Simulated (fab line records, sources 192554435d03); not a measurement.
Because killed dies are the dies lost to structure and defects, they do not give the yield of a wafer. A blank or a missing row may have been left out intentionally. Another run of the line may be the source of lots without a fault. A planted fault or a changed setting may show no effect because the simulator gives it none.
Matching of chambers	flow n5Finfet	N5_DUMMY_GATE_ETCH_36 on rieDiel-05: 4 sister chambers
The step etches SiARC in CF4, target depth 13 nm. 8 wafers are shown with their chamber, then 11 later ones without.

EACH WAFER AND ITS CHAMBER
wafer	chamber	throttleValvePct (%)	drypumpMotorCurrentA (A)
L080.2	1	15.55	5.6
L080.5	1	15.55	5.6
L082.4	2	15.15	6.2
L089.1	0	15.29	5.2
L089.4	2	15.18	6.2
L090.5	3	16.00	5.1
L090.6	0	15.29	5.3
L091.1	3	15.99	5.1

WAFERS WITH NO CHAMBER GIVEN
wafer	throttleValvePct (%)	drypumpMotorCurrentA (A)
L091.2	15.29	5.2
L091.4	15.19	6.2
L093.2	15.61	5.6
L093.3	15.29	5.3
L093.5	15.29	5.3
L094.1	15.60	5.6
L094.2	15.29	5.2
L094.3	15.19	6.2
L097.1	16.01	5.1
L097.3	15.21	6.2
L097.5	15.31	5.3

CHAMBER TAKEN BY EACH
wafer	from the rows above	in truth
L091.2	0	0
L091.4	2	2
L093.2	1	1
L093.3	0	0
L093.5	0	0
L094.1	1	1
L094.2	0	0
L094.3	2	2
L097.1	3	3
L097.3	2	2
L097.5	0	0
Correctly placed: 11 of 11. Left unplaced by these rows: 0. Placed wrongly: 0.
How it was worked out, from the rows above alone: a wafer's distance from a chamber is the root of the sum, over the readings, of the square of ((its reading less the chamber's mean) divided by the reading's scatter). The wafer belongs to the nearest chamber; if the next one is less than 2 further off, it can't be placed. A chamber's mean is the mean of its shown wafers. The scatter: take each reading less its chamber's mean, square it, sum over the shown wafers, divide by the number of wafers less the number of chambers, and take the root.
